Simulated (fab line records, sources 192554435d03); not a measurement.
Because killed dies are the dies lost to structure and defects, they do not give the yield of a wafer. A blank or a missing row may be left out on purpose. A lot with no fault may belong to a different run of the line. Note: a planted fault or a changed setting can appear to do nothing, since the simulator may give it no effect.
Which tool did it? | flow n5-finfet | Sampling: 10 lots, 29 wafers, 5 of 1938 route steps

## WHAT THE GAUGES READ, wafer by wafer
N5_BEOL_M4_RC_MEAS_101.
lot  | measured     | on        | DIBL_N (mV/V)  | DIBL_P (mV/V)  | IOFF_N (nA/um)    | IOFF_P (nA/um) | ION_N (uA/um) | ION_P (uA/um) | SS_N (mV/dec)  | SS_P (mV/dec)  | VT_N (mV)         | VT_P (mV)
L908 | day 8 12:22  | prober-02 | 34.5 35.0 35.1 | 33.8 35.0 34.7 | 0.124 0.131 0.136 | 0.16 0.17 0.16 | 676 659 661   | 455 446 451   | 70.4 71.1 70.7 | 72.2 72.5 72.9 | 254.2 253.3 251.9 | -256.0 -252.8 -257.8
L910 | day 8 19:13  | prober-01 | 34.9 35.2 36.4 | 34.6 35.3 35.9 | 0.145 0.160 0.168 | 0.22 0.22 0.22 | 661 670 669   | 457 462 460   | 71.4 71.6 72.3 | 72.4 73.1 72.6 | 249.4 245.6 247.4 | -248.6 -248.3 -250.0
L912 | day 9 18:07  | prober-01 | 34.8 36.1      | 34.1 35.2      | 0.124 0.143       | 0.19 0.20      | 666 660       | 460 460       | 71.1 71.8      | 72.9 73.1      | 252.0 251.5       | -249.1 -249.3
L913 | day 9 22:37  | prober-02 | 40.6 39.2 41.7 | 39.6 39.2 41.4 | 0.218 0.194 0.236 | 0.27 0.25 0.30 | 676 686 678   | 465 466 467   | 72.8 72.2 72.6 | 74.5 74.2 74.4 | 248.8 246.9 246.5 | -248.0 -246.9 -246.9
L914 | day 10 05:05 | prober-01 | 34.8 37.0 38.5 | 33.1 35.7 36.5 | 0.127 0.158 0.182 | 0.15 0.19 0.20 | 676 684 675   | 453 462 454   | 70.1 71.7 71.5 | 72.5 73.2 73.5 | 249.6 250.7 249.8 | -256.0 -252.9 -251.3
L916 | day 10 11:44 | prober-01 | 38.1 35.3 37.7 | 38.0 34.2 37.6 | 0.178 0.125 0.177 | 0.22 0.17 0.21 | 688 671 690   | 468 459 464   | 71.8 71.0 71.1 | 73.3 72.6 73.1 | 247.4 253.8 247.6 | -249.7 -253.8 -250.1
L920 | day 11 09:58 | prober-01 | 34.1 38.1 35.3 | 33.6 39.0 34.9 | 0.122 0.217 0.142 | 0.16 0.26 0.18 | 657 684 673   | 462 466 459   | 71.4 72.7 71.2 | 72.6 74.0 73.4 | 252.1 243.7 248.6 | -255.5 -250.7 -252.9
L924 | day 12 15:49 | prober-02 | 36.1 38.4 40.0 | 36.5 39.7 41.4 | 0.134 0.181 0.216 | 0.18 0.22 0.26 | 661 688 681   | 454 462 465   | 71.1 71.6 72.0 | 72.7 74.1 75.0 | 256.5 251.6 251.1 | -253.1 -251.1 -249.7
L925 | day 12 21:11 | prober-01 | 35.9 37.4 35.4 | 37.6 38.4 37.0 | 0.158 0.185 0.133 | 0.19 0.20 0.17 | 682 674 658   | 463 457 456   | 71.7 71.9 71.7 | 73.3 74.1 73.5 | 251.3 250.6 255.4 | -253.3 -255.3 -255.4
L931 | day 13 23:31 | prober-01 | 37.5 35.8 38.0 | 36.0 34.7 36.4 | 0.179 0.147 0.173 | 0.23 0.20 0.24 | 672 678 657   | 465 460 450   | 71.6 71.1 71.5 | 73.9 72.9 73.8 | 248.6 251.6 248.6 | -246.8 -250.3 -252.1

## WHAT TOOL EACH LOT RAN ON (gives the tool, then ch and the chambers of the sampled wafers, and finally the start)
lot  | N5_BEOL_M0_SAQP_ETCH_84            | N5_BEOL_M0_SAQP_RECESS_104         | N5_BEOL_M0_SAQP_COAT_105          | N5_BEOL_M0_SAQP_ETCH_106
L908 | rie-diel-01 ch 1,2,3, day 5 12:16  | vapor-etch-01 ch 0,1, day 5 14:11  | litho-track-05 ch 0, day 5 14:28  | rie-diel-04 ch 1,2, day 5 14:34
L910 | rie-diel-05 ch 1,3, day 6 01:10    | vapor-etch-01 ch 0,1, day 6 02:54  | litho-track-02 ch 0, day 6 03:17  | rie-diel-01 ch 0,3, day 6 03:23
L912 | rie-diel-01 ch 0,2, day 6 12:43    | vapor-etch-01 ch 0,1, day 6 14:29  | litho-track-05 ch 0, day 6 14:53  | rie-diel-01 ch 2,3, day 6 14:56
L913 | rie-diel-05 ch 0,2,3, day 7 02:55  | vapor-etch-01 ch 0,1, day 7 04:46  | litho-track-05 ch 0, day 7 05:02  | rie-diel-05 ch 0,3, day 7 05:06
L914 | rie-diel-04 ch 0,2,3, day 7 06:25  | vapor-etch-02 ch 0,1, day 7 08:59  | litho-track-04 ch 0, day 7 09:22  | rie-diel-05 ch 0,3, day 7 09:26
L916 | rie-diel-01 ch 1,2,3, day 7 13:13  | vapor-etch-01 ch 0,1, day 7 14:57  | litho-track-04 ch 0, day 7 15:20  | rie-diel-01 ch 0,2,3, day 7 15:24
L920 | rie-diel-01 ch 2,3, day 8 16:41    | vapor-etch-02 ch 0,1, day 8 18:43  | litho-track-02 ch 0, day 8 19:00  | rie-diel-01 ch 0,3, day 8 19:03
L924 | rie-diel-05 ch 0,2, day 9 22:01    | vapor-etch-02 ch 0,1, day 9 23:55  | litho-track-02 ch 0, day 10 00:12 | rie-diel-01 ch 0,3, day 10 00:15
L925 | rie-diel-05 ch 0,1,2, day 10 01:44 | vapor-etch-01 ch 0,1, day 10 03:51 | litho-track-02 ch 0, day 10 04:14 | rie-diel-04 ch 1,2,3, day 10 04:18
L931 | rie-diel-05 ch 0,1,3, day 11 13:50 | vapor-etch-02 ch 0, day 11 15:34   | litho-track-05 ch 0, day 11 15:57 | rie-diel-04 ch 2,3, day 11 16:16
- N5_BEOL_M0_SAQP_ETCH_84: etches SOC in N2/H2, target depth 100 nm, overetch 20 nm, time 150 s.
- N5_BEOL_M0_SAQP_RECESS_104: chemistry HF/NH3, target SiO2, target depth 18 nm, afs cycles 3, sublimation time 60 s.
- N5_BEOL_M0_SAQP_COAT_105: time 60 s, resist thk 100 nm.
- N5_BEOL_M0_SAQP_ETCH_106: etches SOC in N2/H2, stops on SiNx, target depth 150 nm.

## WHAT THE TOOLS THEMSELVES READ (means of the sampled wafers that have a number; where no wafer has one, the mark that the record gives instead)
N5_BEOL_M0_SAQP_ETCH_84.
lot  | tool        | drypump-motor-current-A (A) | oes-product-au (a.u.) | rf-vpp-V (V) | showerhead-plenum-p-Torr (Torr) | throttle-valve-pct (%)
L908 | rie-diel-01 | 5.5                         | 0.66                  | 522.0        | 2.50                            | 17.89
L910 | rie-diel-05 | 5.3                         | 0.67                  | 524.1        | 2.55                            | 17.65
L912 | rie-diel-01 | 5.3                         | 0.69                  | 523.7        | 2.54                            | 17.96
L913 | rie-diel-05 | 5.6                         | 0.70                  | 525.7        | 2.58                            | 17.77
L914 | rie-diel-04 | 5.9                         | 0.69                  | 525.1        | 2.58                            | 17.80
L916 | rie-diel-01 | 5.5                         | 0.65                  | 522.5        | 2.50                            | 17.92
L920 | rie-diel-01 | 5.5                         | 0.64                  | 522.6        | 2.49                            | 18.11
L924 | rie-diel-05 | 5.7                         | 0.69                  | 524.6        | 2.57                            | 17.81
L925 | rie-diel-05 | 5.5                         | 0.70                  | 524.7        | 2.59                            | 17.73
L931 | rie-diel-05 | 5.4                         | 0.68                  | 525.0        | 2.58                            | 17.73

N5_BEOL_M0_SAQP_RECESS_104.
lot  | tool          | drypump-motor-current-A (A)
L908 | vapor-etch-01 | 5.55
L910 | vapor-etch-01 | 5.77
L912 | vapor-etch-01 | 5.66
L913 | vapor-etch-01 | 5.55
L914 | vapor-etch-02 | 5.52
L916 | vapor-etch-01 | 5.52
L920 | vapor-etch-02 | 5.60
L924 | vapor-etch-02 | 5.52
L925 | vapor-etch-01 | 5.73
L931 | vapor-etch-02 | 5.69

N5_BEOL_M0_SAQP_COAT_105.
lot  | tool           | dispense-pressure-kPa (kPa) | spin-speed-rpm (rpm)
L908 | litho-track-05 | 47                          | 1501.2
L910 | litho-track-02 | 56                          | 1500.5
L912 | litho-track-05 | 47                          | 1500.3
L913 | litho-track-05 | 47                          | 1499.8
L914 | litho-track-04 | 50                          | 1499.9
L916 | litho-track-04 | 50                          | 1499.8
L920 | litho-track-02 | 56                          | 1500.0
L924 | litho-track-02 | 56                          | 1407.5
L925 | litho-track-02 | 56                          | 1406.7
L931 | litho-track-05 | 47                          | 1499.4

N5_BEOL_M0_SAQP_ETCH_106.
lot  | tool        | drypump-motor-current-A (A) | oes-product-au (a.u.) | rf-vpp-V (V) | showerhead-plenum-p-Torr (Torr) | throttle-valve-pct (%)
L908 | rie-diel-04 | 6.2                         | 0.86                  | 241.1        | 2.54                            | 17.48
L910 | rie-diel-01 | 5.6                         | 0.78                  | 239.7        | 2.49                            | 17.66
L912 | rie-diel-01 | 5.6                         | 0.71                  | 240.3        | 2.48                            | 17.98
L913 | rie-diel-05 | 5.5                         | 0.75                  | 240.7        | 2.58                            | 17.75
L914 | rie-diel-05 | 5.5                         | 0.75                  | 240.6        | 2.58                            | 17.76
L916 | rie-diel-01 | 5.5                         | 0.75                  | 241.0        | 2.50                            | 17.87
L920 | rie-diel-01 | 5.4                         | 0.79                  | 240.2        | 2.52                            | 17.67
L924 | rie-diel-01 | 5.6                         | 0.75                  | 240.3        | 2.48                            | 17.69
L925 | rie-diel-04 | 6.1                         | 0.82                  | 240.8        | 2.57                            | 17.65
L931 | rie-diel-04 | 6.1                         | 0.86                  | 240.8        | 2.52                            | 17.47

## THE ANSWER, worked out from the rows above alone
Rule: usual is defined by the lots themselves. Put in order of their means at a reading, lots are off if they are a third of the lots or fewer, leave a main group of 4 or more, and stand apart from it by a gap of 3 or more times the standard deviation of the main group's means; of several such gaps the widest counts. The tables above print the reading to a certain number of digits; a main group whose means all agree to those digits is not used. A lot without any number at a reading at which 4 lots or more have one is off too. All remaining lots with rows at the step are treated as sound. First the gauges in route order, then the tools' own readings, where a lot's mean is used as printed above. The first step at which some lot is off is used, and at that step the reading that is off furthest; a lot without a number counts as furthest.
Off: L924, L925 (N5_BEOL_M0_SAQP_COAT_105, spin-speed-rpm). Mean 1500.1 rpm and standard deviation 0.52 in the main group.
A tool fits if, at that step or a process step before it, it ran every lot that is off, and no sound lot after the first of them. One candidate fits, namely litho-track-02 at N5_BEOL_M0_SAQP_COAT_105. A fault onset in the window from L920 (day 8 19:00, its last sound lot) to L924 (day 10 00:12, its first lot off) fits.
The tool's own readings at N5_BEOL_M0_SAQP_COAT_105 bear it out: on the lots that are off they differ by more than 5 times the standard deviation of the sound lots' means. spin-speed-rpm reads 1407.1 rpm there against 1500.1 rpm on the sound lots.

## WHAT HAD BEEN PUT IN BY THE SIMULATOR
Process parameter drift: litho-track-02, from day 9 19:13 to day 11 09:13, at N5_BEOL_M0_SAQP_COAT_105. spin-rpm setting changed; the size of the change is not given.
Struck lots among those shown: L924, L925. The same result came from the rule above.
